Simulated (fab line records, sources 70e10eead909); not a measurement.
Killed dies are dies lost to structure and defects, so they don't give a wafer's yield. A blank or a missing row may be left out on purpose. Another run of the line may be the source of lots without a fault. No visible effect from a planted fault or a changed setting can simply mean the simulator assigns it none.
Matching of chambers | flow nandHarc | rieDiel-01 running NHARC_THIN_TSV_DESCUM_14: 4 sister chambers
The step chemistry O2, time 3 s. 4 wafers are shown with their chamber, then 7 later ones without.

WAFERS, EACH WITH ITS CHAMBER
wafer  | chamber | drypumpMotorCurrentA (A)
L787.5 | 0       | 5.3
L786.6 | 1       | 5.7
L791.3 | 2       | 5.4
L791.4 | 3       | 4.8

WAFERS WHOSE CHAMBER IS MISSING
wafer  | drypumpMotorCurrentA (A)
L791.5 | 5.7
L793.1 | 4.9
L793.2 | 5.3
L793.6 | 4.9
L805.3 | 5.4
L805.5 | 4.9
L805.6 | 5.4

EACH ONE'S CHAMBER
wafer  | from the rows above     | in truth
L791.5 | 1                       | 1
L793.1 | 3                       | 3
L793.2 | can't be placed: 0 or 2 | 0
L793.6 | 3                       | 3
L805.3 | can't be placed: 2 or 0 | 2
L805.5 | 3                       | 3
L805.6 | can't be placed: 2 or 0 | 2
Placed correctly: 4 of 7. These rows do not allow placing 3 (true chamber among the candidates in 3). 0 placed wrongly.
How it was worked out, from the rows above alone: a wafer's distance from a chamber is the root of the sum, over the readings, of the square of ((its reading less the chamber's mean) divided by the reading's scatter). If the next closest chamber is less than 2 further off than the closest, the wafer can't be placed; otherwise it belongs to the closest. A chamber's mean is the mean of its shown wafers. The scatter: root of mean squared gap, hidden wafer to nearest shown wafer, with one shown wafer a chamber.
